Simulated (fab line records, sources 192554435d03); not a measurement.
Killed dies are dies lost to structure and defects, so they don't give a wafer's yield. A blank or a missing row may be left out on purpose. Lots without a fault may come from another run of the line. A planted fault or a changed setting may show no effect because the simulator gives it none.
Chamber matching | flow n5_finfet | N5_FIN_SAQP_ETCH_69 on rie_diel-03: 4 sister chambers
The step etches SOC in N2/H2, stops on SiNx, target depth 150 nm. 4 wafers are shown with their chamber, then 6 later ones without.

WAFERS WITH THEIR CHAMBER
wafer  | chamber | showerhead_plenum_p_Torr (Torr)
L152.5 | 1       | 2.56
L157.2 | 3       | 2.47
L157.3 | 2       | 2.47
L157.6 | 0       | 2.65

WAFERS WITHOUT THEIR CHAMBER
wafer  | showerhead_plenum_p_Torr (Torr)
L160.2 | 2.65
L160.4 | 2.47
L160.5 | 2.46
L162.1 | 2.46
L162.3 | 2.46
L162.4 | 2.56

WHICH CHAMBER EACH WENT THROUGH
wafer  | from the rows above     | in truth
L160.2 | 0                       | 0
L160.4 | can't be placed: 2 or 3 | 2
L160.5 | can't be placed: 2 or 3 | 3
L162.1 | can't be placed: 2 or 3 | 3
L162.3 | can't be placed: 2 or 3 | 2
L162.4 | 1                       | 1
Placed correctly: 2 of 6. Can't be placed from these rows: 4 (the true chamber is among the candidates in 4). Placed wrongly: 0.
How it was worked out, from the rows above alone: a wafer's distance from a chamber is the root of the sum, over the readings, of the square of ((its reading less the chamber's mean) divided by the reading's scatter). The wafer belongs to the nearest chamber; if the next one is less than 2 further off, it can't be placed. A chamber's mean is the mean of its shown wafers. The scatter: with one shown wafer a chamber, the root of the mean of the squares of how far each hidden wafer lies from its nearest shown one.
